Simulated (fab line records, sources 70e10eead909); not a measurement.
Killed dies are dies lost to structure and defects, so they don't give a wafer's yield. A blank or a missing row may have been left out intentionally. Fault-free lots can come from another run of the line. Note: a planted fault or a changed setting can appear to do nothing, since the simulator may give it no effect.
fab line records	flow nandHarc	part 1 of 2: steps 1 to 20 of 31
record: lots: 5	wafers: 15	lastDay: 34
route steps=1302 shown A_SLIT@938 A_SIN_REMOVE@947 A_WL_FILL@952
lots with no fault: from the same line, run without faults
startH: hours from the record's first day to the start of the lot's first wafer shown	waitH: hours elapsed since this lot's preceding step	" same as the row above	L1.1+2: a row that stands for several wafers	- no value, or no start given	* or withheld: withheld	< > ~ a bound
route shown NAME@n: a module of which the file shows steps, and the number in the route of the first	usual: mean/standard deviation taken from wafers without a fault	same: alike in all rows	chamber/n: place in a boat	sites: each site's reading	_std_site: the standard deviation of these	_edge_site: outer sites' mean less inner sites'	radiusMm: how far each site lies from the wafer's centre	mask NAME#n: copy n	behind: the last tool/chamber to shape the wafer	hold: what put the lot on hold/how long, in hours/how the hold closed	device: names the non-switching transistor (n, p or np)	end of line: tests run on the same wafers once the route is complete	where a step has no rows: the recipe by itself	killed: dies lost to structure and defects at the first sort, not the wafer's yield	map: per-die view of a wafer (x killed, . not killed, _ where there is no die)
set.NAME: the setting as run; set.NAME@STEP: as run at that earlier step	model.NAME: the simulator's own value behind a step, which no gauge read
a table for each step, a row for each wafer; lots at some steps of the route
services: a tool's chamber out of use, with start hour (startH, from the record's first day; less than 0 if before it), hours out, and reason
== steps ==
step: NHARC_A_SLIT_ETCH_15
recipe: targetDepthA: 62000	overEtchFrac: 0.3	timeS: 1612	ionEnergyEv: 150	o2FlowSccm: 400	cosFlowSccm: 20	arFlowSccm: 0	rfW: 500	biasW: 300	chemistry: O2/COS
usual: drypumpMotorCurrentA: 5.6/0.59	oesProductAu: 0.998/0.0099	rfVppV: 314.2/1.9	showerheadPlenumPTorr: 3.14/0.12	throttleValvePct: 28.330/0.0095
same: overEtchFrac: 0.3
lot.wafer	tool	chamber	startH	waitH	drypumpMotorCurrentA	oesProductAu	rfHoursCounterH	rfVppV	showerheadPlenumPTorr	throttleValvePct
L084.1	rieDiel-06	2	-	-	6.2	0.987	7	310.8	2.96	28.326
L084.3	"	3	"	"	4.8	0.995	6	313.9	3.22	28.304
L084.5	"	0	"	"	6.3	0.993	-	315.8	3.26	28.338
L089.3	rieDiel-04	3	-	-	6.8	1.000	2	316.0	3.23	28.333
L089.5	"	3	"	"	6.8	0.990	-	315.5	3.23	28.332
L089.6	"	0	"	"	5.8	0.987	-	313.9	3.10	28.330
L090.2	rieDiel-04	0	-	-	5.8	0.980	4	313.9	3.10	28.335
L090.1	"	1	"	"	4.9	0.999	3	313.9	3.12	28.324
L090.4	"	2	"	"	5.7	0.998	-	314.5	3.05	28.327
L093.2	rieDiel-11	0	-	-	5.7	1.007	2	317.6	3.30	28.310
L093.3	"	1	"	"	4.8	1.008	2	315.5	3.29	28.337
L093.1	"	2	"	"	5.4	1.000	1	312.9	3.00	28.345
L095.4	rieDiel-04	1	-	-	4.9	0.992	5	313.8	3.12	28.343
L095.3	"	2	"	"	5.7	1.004	6	313.7	3.05	28.316
L095.5	"	1	"	"	4.9	0.989	-	313.5	3.12	28.342
step: NHARC_A_SLIT_ETCH_17
recipe: biasV: 900	sourceW: withheld	pressureMtorr: 20	arFlowSccm: 375	c4f8FlowSccm: 83.3	o2FlowSccm: 41.7	timeS: 4254.5	targetDepthA: 2.03e+05	chemistry: C4F8/O2/Ar
usual: drypumpMotorCurrentA: 5.6/0.44	showerheadPlenumPTorr: 3.61/0.049	throttleValvePct: 32.045/0.0093
lot.wafer	tool	chamber	startH	waitH	drypumpMotorCurrentA	rfHoursCounterH	showerheadPlenumPTorr	throttleValvePct
L084.1	harEtch-01	1	585.63	-	5.1	321	3.53	32.038
L084.3	"	1	586.83	-	5.1	-	3.53	32.037
L084.5	"	1	588.03	-	5.1	-	3.53	32.050
L089.3	harEtch-02	1	600.92	-	5.5	-	3.64	32.044
L089.6	"	0	"	"	6.4	-	3.64	32.044
L089.5	"	1	"	"	5.4	-	3.64	32.038
L090.1	harEtch-02	1	613.05	-	5.4	131	3.64	32.068
L090.2	"	0	"	"	6.3	131	3.64	32.035
L090.4	"	0	614.86	-	6.3	-	3.64	32.044
L093.1	harEtch-01	0	634.57	-	5.7	352	3.60	32.020
L093.2	"	1	"	"	5.1	352	3.52	32.057
L093.3	"	1	636.38	-	5.1	-	3.52	32.049
L095.4	harEtch-01	1	683.15	-	5.1	-	3.51	32.055
L095.3	"	0	"	"	5.7	-	3.58	32.049
L095.5	"	0	684.95	-	5.7	-	3.58	32.050
step: NHARC_A_SLIT_ETCH_26
recipe: biasV: 400	sourceW: 2000	pressureMtorr: 25	timeS: 90	arFlowSccm: 375	c4f8FlowSccm: 41.7	o2FlowSccm: 83.3	targetDepthA: 4000	chemistry: C4F8/O2/Ar
usual: drypumpMotorCurrentA: 5.6/0.44	showerheadPlenumPTorr: 3.64/0.05	throttleValvePct: 27.619/0.0092
lot.wafer	tool	chamber	startH	waitH	drypumpMotorCurrentA	rfHoursCounterH	showerheadPlenumPTorr	throttleValvePct
L084.1	harEtch-01	1	589.23	3.0	5.1	324	3.56	27.628
L084.3	"	1	"	"	5.1	-	3.56	27.633
L084.5	"	1	"	"	5.1	-	3.56	27.630
L089.3	harEtch-02	1	602.83	1.3	5.4	-	3.67	27.614
L089.6	"	0	"	"	6.3	-	3.67	27.620
L089.5	"	1	"	"	5.4	-	3.67	27.619
L090.1	harEtch-02	1	616.68	3.0	5.4	133	3.67	27.631
L090.2	"	0	"	"	6.4	133	3.67	27.613
L090.4	"	0	"	"	6.3	-	3.67	27.633
L093.1	harEtch-01	0	638.19	3.0	5.7	355	3.62	27.624
L093.2	"	1	"	"	5.1	355	3.55	27.614
L093.3	"	1	"	"	5.1	-	3.54	27.636
L095.4	harEtch-01	1	685.62	1.9	5.1	-	3.53	27.613
L095.3	"	0	"	"	5.7	-	3.61	27.622
L095.5	"	0	"	"	5.7	-	3.61	27.607
step: NHARC_A_SLIT_STRIP_28
recipe: o2FlowSccm: 400	cosFlowSccm: 20	arFlowSccm: 0	biasW: 0	chemistry: O2/COS
lot.wafer	tool	chamber	startH	waitH
L084.3+1+5	rieDiel-11	0,1,0	590.04	0.7
L089.3+6+5	rieDiel-04	3,3,0	603.53	0.7
L090.2+4+1	rieDiel-04	0,1,2	617.48	0.7
L093.2+3+1	rieDiel-06	0,1,3	638.98	0.7
L095.4+3+5	rieDiel-11	3,0,2	686.35	0.7
step: NHARC_A_SLIT_ETCH_29
recipe: targetDepthA: 1000	overetchA: 100	timeS: 55	ionEnergyEv: 100	cf4FlowSccm: 80	o2FlowSccm: 20	arFlowSccm: 0	rfW: 300	biasW: 100	chemistry: CF4/O2
usual: drypumpMotorCurrentA: 5.5/0.61	oesProductAu: 0.995/0.0082	rfVppV: 197.9/1.4	showerheadPlenumPTorr: 1.34/0.055	throttleValvePct: 13.396/0.009
lot.wafer	tool	chamber	startH	waitH	drypumpMotorCurrentA	oesProductAu	rfHoursCounterH	rfVppV	showerheadPlenumPTorr	throttleValvePct
L084.1	rieDiel-11	0	590.12	0.1	5.7	0.996	10.5	199.4	1.41	13.400
L084.3	"	2	"	"	5.4	0.981	9.3	196.2	1.28	13.403
L084.5	"	1	"	"	4.8	0.986	-	199.2	1.41	13.381
L089.3	rieDiel-04	3	603.63	0.1	6.8	1.000	3.5	198.0	1.38	13.386
L089.6	"	1	"	"	4.9	0.990	-	197.8	1.33	13.388
L089.5	"	2	"	"	5.7	1.009	-	197.2	1.31	13.396
L090.4	rieDiel-04	0	617.56	0.1	5.8	0.997	4.5	197.0	1.33	13.390
L090.2	"	1	"	"	4.9	1.000	3.9	198.2	1.33	13.378
L090.1	"	2	"	"	5.7	1.004	4.1	197.0	1.31	13.399
L093.2	rieDiel-06	3	639.07	0.1	4.8	1.010	7.9	199.4	1.38	13.373
L093.1	"	0	"	"	6.2	0.994	7.7	199.0	1.39	13.394
L093.3	"	1	"	"	4.9	0.993	8.9	198.9	1.34	13.388
L095.3	rieDiel-11	2	686.44	0.1	5.4	0.990	4.3	197.0	1.28	13.391
L095.4	"	0	"	"	5.7	1.000	5.5	199.6	1.41	13.386
L095.5	"	3	"	"	5.7	1.009	-	196.0	1.26	13.385
step: NHARC_A_SLIT_STRIP_18
recipe: o2FlowSccm: 500	arFlowSccm: 0	biasW: 0	chemistry: O2
usual: drypumpMotorCurrentA: 5.6/0.62	oesProductAu: 0.996/0.0092	rfVppV: 57.7/0.81	showerheadPlenumPTorr: 3.55/0.14	throttleValvePct: 17.036/0.0088
lot.wafer	tool	chamber	startH	waitH	drypumpMotorCurrentA	oesProductAu	rfHoursCounterH	rfVppV	showerheadPlenumPTorr	throttleValvePct
L084.1	rieDiel-11	3	-	-	5.7	1.001	8.4	56.9	3.33	17.052
L084.3	"	1	"	"	4.8	1.000	9.1	56.8	3.72	17.022
L084.5	"	3	"	"	5.8	1.009	-	58.0	3.33	17.035
L089.3	rieDiel-04	3	-	-	6.8	0.995	3.5	58.0	3.65	17.025
L089.6	"	1	"	"	4.9	0.996	-	57.9	3.52	17.039
L089.5	"	2	"	"	5.7	1.007	-	57.4	3.45	17.035
L090.1	rieDiel-04	2	-	-	5.7	1.004	4.1	57.8	3.45	17.031
L090.2	"	3	"	"	6.8	0.990	3.7	57.7	3.65	17.038
L090.4	"	0	"	"	5.8	1.000	4.5	58.6	3.51	17.045
L093.3	rieDiel-06	1	-	-	4.9	0.999	8.9	57.4	3.54	17.033
L093.1	"	2	"	"	6.2	0.993	8.2	57.6	3.35	17.027
L093.2	"	0	"	"	6.3	0.992	7.7	58.0	3.68	17.037
L095.3	rieDiel-11	3	-	-	5.8	1.011	5.0	58.3	3.33	17.041
L095.4	"	2	"	"	5.4	1.001	4.3	57.2	3.39	17.047
L095.5	"	3	"	"	5.8	1.015	-	57.1	3.33	17.038
step: NHARC_A_SLIT_PRECLEAN_19
recipe: timeS: *	tempC: 50	bathAgeMin: 0	chemistry: SC1
usual: bathGuardTempC: 49.9/0.48
lot.wafer	tool	chamber	startH	waitH	bathGuardTempC
L084.5	wetBench-01	4	590.52	-	49.4
L084.1	"	7	"	"	49.5
L084.3	"	0	"	"	50.4
L089.5	wetBench-05	3	604.01	-	50.3
L089.6	"	7	"	"	50.3
L089.3	"	0	"	"	49.9
L090.2	wetBench-06	1	617.96	-	48.9
L090.4	"	4	"	"	49.5
L090.1	"	5	"	"	49.6
L093.3	wetBench-06	4	639.47	-	49.0
L093.1	"	6	"	"	49.7
L093.2	"	0	"	"	49.6
L095.3	wetBench-06	0	686.83	-	49.5
L095.5	"	4	"	"	49.7
L095.4	"	5	"	"	49.2
step: NHARC_A_SLIT_SRD_20
lot.wafer	tool	chamber	startH	waitH
L084.5+1+3	wetBench-01	4,7,0	-	-
L089.5+6+3	wetBench-05	3,7,0	-	-
L090.2+4+1	wetBench-06	1,4,5	-	-
L093.3+1+2	wetBench-06	4,6,0	-	-
L095.3+5+4	wetBench-06	0,4,5	-	-
step: NHARC_A_SLIT_CD_MEAS_21
usual: cdNm: 289.7/0.88
lot.wafer	tool	chamber	startH	waitH	cdNm
L084.1	cdSem-03	-	590.66	-	291.0
L084.3	"	-	"	"	289.8
L084.5	"	-	"	"	290.9
L089.3	cdSem-03	-	604.16	-	290.7
L089.5	"	-	"	"	289.9
L089.6	"	-	"	"	291.2
L090.1	cdSem-01	-	618.10	-	290.5
L090.2	"	-	"	"	291.2
L090.4	"	-	"	"	291.3
L093.1	cdSem-02	-	639.61	-	289.1
L093.2	"	-	"	"	288.4
L093.3	"	-	"	"	289.9
L095.3	cdSem-03	-	686.97	-	290.4
L095.4	"	-	"	"	290.1
L095.5	"	-	"	"	290.5
step: NHARC_A_SIN_REMOVE_WET_00
recipe: tempC: 160	timeS: 15300	chemistry: H3PO4
usual: bathGuardTempC: 159.8/0.84
lot.wafer	tool	chamber	startH	waitH	bathGuardTempC
L084.1	wetH3po4-01	1	592.33	1.7	159.7
L084.3	"	1	"	"	159.8
L084.5	"	1	"	"	159.8
L089.3	wetH3po4-01	0	605.83	1.7	159.5
L089.5	"	0	"	"	159.2
L089.6	"	0	"	"	159.0
L090.1	wetH3po4-02	0	619.77	1.7	158.9
L090.2	"	0	"	"	159.4
L090.4	"	0	"	"	159.3
L093.1	wetH3po4-02	1	641.28	1.7	161.3
L093.2	"	1	"	"	161.3
L093.3	"	1	"	"	161.1
L095.3	wetH3po4-01	1	688.44	1.5	159.9
L095.4	"	1	"	"	159.9
L095.5	"	1	"	"	159.7
step: NHARC_A_SIN_REMOVE_PRECLEAN_01
recipe: timeS: *	tempC: 50	bathAgeMin: 0	chemistry: SC1
usual: bathGuardTempC: 50.0/0.43
lot.wafer	tool	chamber	startH	waitH	bathGuardTempC
L084.3	wetBench-04	0	597.02	0.0	49.8
L084.5	"	1	"	"	50.8
L084.1	"	4	"	"	50.5
L089.5	wetBench-07	0	610.56	0.0	49.5
L089.3	"	2	"	"	49.6
L089.6	"	4	"	"	51.1
L090.4	wetBench-02	1	624.53	0.0	50.1
L090.2	"	2	"	"	49.5
L090.1	"	4	"	"	50.4
L093.3	wetBench-02	3	646.08	0.0	49.4
L093.2	"	5	"	"	49.4
L093.1	"	6	"	"	49.9
L095.4	wetBench-02	1	693.25	0.0	50.1
L095.5	"	2	"	"	49.4
L095.3	"	5	"	"	49.4
step: NHARC_A_SIN_REMOVE_SRD_02
lot.wafer	tool	chamber	startH	waitH
L084.3+5+1	wetBench-04	0,1,4	-	-
L089.5+3+6	wetBench-07	0,2,4	-	-
L090.4+2+1	wetBench-02	1,2,4	-	-
L093.3+2+1	wetBench-02	3,5,6	-	-
L095.4+5+3	wetBench-02	1,2,5	-	-
step: NHARC_A_SIN_REMOVE_INSPECT_04
usual: rawDefectCount: 362/71
lot.wafer	tool	chamber	startH	waitH	rawDefectCount
L084.1	defectInspect-01	-	597.20	0.0	570
L084.3	"	-	"	"	354
L084.5	"	-	"	"	418
L089.3	defectInspect-01	-	610.74	0.0	290
L089.5	"	-	"	"	282
L089.6	"	-	"	"	277
L090.1	defectInspect-02	-	624.71	0.0	379
L090.2	"	-	"	"	366
L090.4	"	-	"	"	290
L093.1	defectInspect-01	-	646.27	0.0	364
L093.2	"	-	"	"	448
L093.3	"	-	"	"	374
L095.3	defectInspect-01	-	693.43	0.0	400
L095.4	"	-	"	"	317
L095.5	"	-	"	"	473
step: NHARC_A_WL_FILL_ALD_00
recipe: targetThkA: 30	pulseTimeS: 3	aldCycles: 30	tempC: 300	material: Al2O3
usual: heaterPowerOuterW: 269/36	heaterPowerW: 480/57	precursorPulseHeightRel: 1.003/0.022
lot.wafer	tool	chamber	startH	waitH	heaterPowerOuterW	heaterPowerW	precursorPulseHeightRel
L084.3	aldHk-01	3	597.27	0.1	231	410	1.042
L084.1	"	1	"	"	240	452	0.985
L084.5	"	3	"	"	227	398	1.021
L089.3	aldHk-01	2	610.86	0.1	322	565	0.985
L089.5	"	0	"	"	237	414	0.968
L089.6	"	1	"	"	240	458	0.971
L090.4	aldHk-01	3	624.80	0.1	233	400	1.029
L090.2	"	0	"	"	242	412	1.021
L090.1	"	1	"	"	245	454	1.006
L093.1	aldHk-01	0	646.33	0.1	237	399	1.010
L093.3	"	1	"	"	243	446	0.996
L093.2	"	2	"	"	330	570	0.991
L095.3	aldHk-03	2	693.52	0.1	302	516	0.949
L095.4	"	0	"	"	276	503	1.055
L095.5	"	2	"	"	315	507	0.995
step: NHARC_A_WL_FILL_RTA_01
recipe: tempC: 1000	timeS: 5
usual: lampPowerPct: 33.6/0.39	wafer_temp_C_max: 1006.3/1.4
lot.wafer	tool	chamber	startH	waitH	lampPowerPct	wafer_temp_C_max
L084.1	rtpAnneal-02	0	597.54	-	33.2	1006.2
L084.3	"	0	"	"	33.2	1008.2
L084.5	"	0	"	"	33.2	1006.3
L089.3	rtpAnneal-02	0	611.13	-	33.2	1007.9
L089.5	"	0	"	"	33.2	1005.7
L089.6	"	0	"	"	33.2	1010.3
L090.1	rtpAnneal-02	0	625.05	-	33.2	1007.8
L090.2	"	0	"	"	33.2	1004.6
L090.4	"	0	"	"	33.2	1007.6
L093.1	rtpAnneal-02	0	646.60	-	33.2	1006.3
L093.2	"	0	"	"	33.2	1007.6
L093.3	"	0	"	"	33.2	1006.6
L095.3	rtpAnneal-01	0	693.81	-	34.0	1005.1
L095.4	"	0	"	"	33.9	1004.8
L095.5	"	0	"	"	33.9	1003.5
step: NHARC_A_WL_FILL_ALD_02
recipe: targetThkA: 20	pulseTimeS: 3	aldCycles: 100	tempC: 450	material: TiN
usual: heaterPowerOuterW: 665/65	heaterPowerW: 1057/89	precursorPulseHeightRel: 1.003/0.018
lot.wafer	tool	chamber	startH	waitH	heaterPowerOuterW	heaterPowerW	precursorPulseHeightRel
L084.1	aldMetal-03	2	597.92	0.3	596	996	1.018
L084.3	"	1	"	"	750	1134	1.005
L084.5	"	3	"	"	572	930	1.013
L089.3	aldMetal-03	0	611.33	0.2	725	1086	0.990
L089.6	"	3	"	"	554	963	1.000
L089.5	"	0	"	"	706	1077	1.018
L090.1	aldMetal-03	3	625.27	0.2	579	966	1.023
L090.2	"	0	"	"	703	1090	1.014
L090.4	"	1	"	"	766	1116	0.993
L093.3	aldMetal-03	2	646.81	0.1	606	969	1.043
L093.2	"	3	"	"	583	948	1.009
L093.1	"	1	"	"	774	1153	1.010
L095.3	aldMetal-03	2	694.02	0.2	599	1013	0.960
L095.5	"	0	"	"	732	1083	0.972
L095.4	"	3	"	"	582	958	0.987
step: NHARC_A_WL_FILL_CVD_03
recipe: targetThkA: 400	tempC: 300	pressureTorr: 40	wf6FlowSccm: 40	h2FlowSccm: 1600	arFlowSccm: 1560	timeS: 279	material: W
usual: heaterPowerOuterW: 265/29	heaterPowerW: 483/30	throttleValvePct: 8.25/0.19
lot.wafer	tool	chamber	startH	waitH	heaterPowerOuterW	heaterPowerW	throttleValvePct
L084.1	cvdW-01	1	598.36	0.1	240	487	8.29
L084.3	"	1	"	"	239	477	8.14
L084.5	"	0	"	"	272	489	8.21
L089.3	cvdW-01	1	611.83	0.2	246	487	8.47
L089.6	"	1	"	"	242	482	8.33
L089.5	"	0	"	"	282	501	8.10
L090.1	cvdW-01	1	625.70	0.1	240	468	8.29
L090.2	"	0	"	"	281	492	8.11
L090.4	"	0	"	"	270	489	7.99
L093.1	cvdW-02	0	647.25	0.1	296	518	7.97
L093.2	"	1	"	"	232	430	8.51
L093.3	"	0	"	"	307	513	8.08
L095.4	cvdW-01	0	694.58	0.2	288	491	8.27
L095.3	"	1	"	"	236	466	8.03
L095.5	"	0	"	"	283	502	8.09
step: NHARC_A_WL_FILL_ETCHBACK_04
recipe: targetDepthA: 600	timeS: 120	chemistry: NF3
usual: drypumpMotorCurrentA: 5.7/0.67	oesProductAu: 1.003/0.01
lot.wafer	tool	chamber	startH	waitH	drypumpMotorCurrentA	oesProductAu	rfHoursCounterH
L084.1	rieMetal-03	0	598.76	0.4	4.9	1.006	1.2
L084.3	"	1	"	"	5.2	1.018	-
L084.5	"	1	"	"	5.2	1.018	-
L089.3	rieMetal-03	0	612.20	0.3	4.9	1.006	-
L089.5	"	1	"	"	5.2	1.030	-
L089.6	"	0	"	"	4.9	1.010	-
L090.1	rieMetal-01	1	626.08	0.3	6.7	0.998	1.1
L090.2	"	1	"	"	6.8	1.007	-
L090.4	"	1	"	"	6.8	1.011	-
L093.1	rieMetal-03	1	647.62	0.3	5.3	1.007	2.3
L093.2	"	0	"	"	4.9	1.003	2.3
L093.3	"	1	"	"	5.2	1.008	-
L095.4	rieMetal-03	1	694.92	0.3	5.2	1.012	-
L095.3	"	0	"	"	4.9	0.996	-
L095.5	"	0	"	"	4.9	1.008	-
step: NHARC_A_WL_FILL_ETCHBACK_05
recipe: targetDepthA: 220	timeS: 60	tempC: 40	chemistry: Cl2/BCl3
usual: drypumpMotorCurrentA: 5.7/0.67	oesProductAu: 1.002/0.0093
lot.wafer	tool	chamber	startH	waitH	drypumpMotorCurrentA	oesProductAu	rfHoursCounterH
L084.1	rieMetal-03	0	598.98	0.2	4.9	1.002	1.3
L084.3	"	0	"	"	4.9	1.001	-
L084.5	"	0	"	"	4.9	1.006	-
L089.3	rieMetal-03	0	612.37	0.1	4.9	1.001	-
L089.6	"	0	"	"	4.9	0.989	-
L089.5	"	1	"	"	5.2	1.018	-
L090.1	rieMetal-01	1	626.52	0.4	6.8	1.005	1.4
L090.2	"	1	"	"	6.7	1.003	-
L090.4	"	1	"	"	6.7	1.003	-
L093.2	rieMetal-03	0	647.86	0.2	4.9	0.996	2.4
L093.1	"	1	"	"	5.2	1.005	2.4
L093.3	"	0	"	"	4.9	1.000	-
L095.4	rieMetal-03	0	695.12	0.2	4.9	0.999	-
L095.3	"	1	"	"	5.3	1.007	-
L095.5	"	1	"	"	5.3	1.007	-
step: NHARC_A_WL_FILL_STRIP_27
recipe: powerW: 1500	tempC: 250	timeS: 20	chemistry: N2/H2
usual: drypumpMotorCurrentA: 5.63/0.17	heaterPowerW: 354/37
lot.wafer	tool	chamber	startH	waitH	drypumpMotorCurrentA	heaterPowerW	rfHoursCounterH
L084.1	plasmaAsher-02	0	599.11	0.1	5.75	320	54
L084.3	"	0	"	"	5.72	324	-
L084.5	"	1	"	"	5.79	361	-
L089.3	plasmaAsher-02	1	612.55	0.2	5.81	353	-
L089.5	"	0	"	"	5.71	304	-
L089.6	"	1	"	"	5.77	356	-
L090.1	plasmaAsher-01	0	626.73	0.2	5.65	335	13
L090.2	"	1	"	"	5.29	413	13
L090.4	"	0	"	"	5.61	337	-
L093.1	plasmaAsher-02	1	648.00	0.1	5.75	348	6
L093.2	"	0	"	"	5.72	313	6
L093.3	"	0	"	"	5.73	312	-
L095.4	plasmaAsher-01	1	695.28	0.1	5.27	417	-
L095.3	"	0	"	"	5.60	335	-
L095.5	"	0	"	"	5.59	339	-
